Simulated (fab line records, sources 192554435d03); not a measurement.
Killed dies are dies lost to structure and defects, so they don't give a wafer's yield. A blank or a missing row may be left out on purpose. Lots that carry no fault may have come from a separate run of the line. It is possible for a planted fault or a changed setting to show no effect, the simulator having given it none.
Matching of chambers    flow n5 finfet    3 sister chambers for N5_FIN_SAQP_PECVD_48 on pecvd-02
The step deposits SiNx from SiH4/NH3/N2, target thk 25 nm, time 22.1 s. 14 wafers are shown with their chamber, then 7 later ones without.

WAFERS PAIRED WITH THEIR CHAMBERS
wafer   chamber  throttle valve pct (%)  showerhead vpp V (V)  heater power outer w (W)
L074.1  2        38.0                    1104                  343
L074.3  1        42.9                    1158                  455
L074.5  1        42.9                    1155                  461
L075.2  1        42.8                    1164                  467
L075.4  1        42.4                    1154                  470
L075.5  0        41.3                    1004                  497
L076.1  2        38.2                    1125                  391
L076.2  0        41.2                    1021                  490
L076.3  1        42.7                    1169                  408
L085.1  0        41.6                    1010                  504
L085.4  0        41.3                    1030                  511
L085.6  1        42.3                    1154                  449
L086.1  1        42.7                    1150                  450
L086.4  2        38.5                    1136                  324

SIGNATURES (averages over the wafers above)
reading               chamber 0  chamber 1  chamber 2  scatter within a chamber
throttle valve pct    41.350     42.671     38.233     0.224
showerhead vpp V      1016.25    1157.71    1121.67    10.4
heater power outer w  500.50     451.43     352.67     21.8
Rule: a wafer lies at a distance from a chamber equal to the root of the sum of squares, over the readings, of (its reading less the chamber's mean, divided by the reading's scatter). The wafer belongs to the nearest chamber; if the next one is less than 2 further off, it can't be placed. The scatter is the square root of a quotient: the sum, over the shown wafers, of each reading's squared deviation from its chamber's mean, divided by wafers minus chambers.

WAFERS WITHOUT THEIR CHAMBER
wafer   throttle valve pct (%)  showerhead vpp V (V)  heater power outer w (W)
L086.5  41.7                    1009                  496
L089.1  42.6                    1144                  481
L089.3  41.7                    1024                  495
L089.6  41.5                    1003                  494
L090.1  38.9                    1125                  347
L090.4  38.9                    1125                  352
L090.6  41.7                    1031                  435

WHICH CHAMBER EACH ONE RAN IN
wafer   from the rows above  in truth
L086.5  0                    0
L089.1  1                    1
L089.3  0                    0
L089.6  0                    0
L090.1  2                    2
L090.4  2                    2
L090.6  0                    0
Correct placement for 7 of the 7. From these rows, 0 cannot be placed. Number placed wrongly: 0.
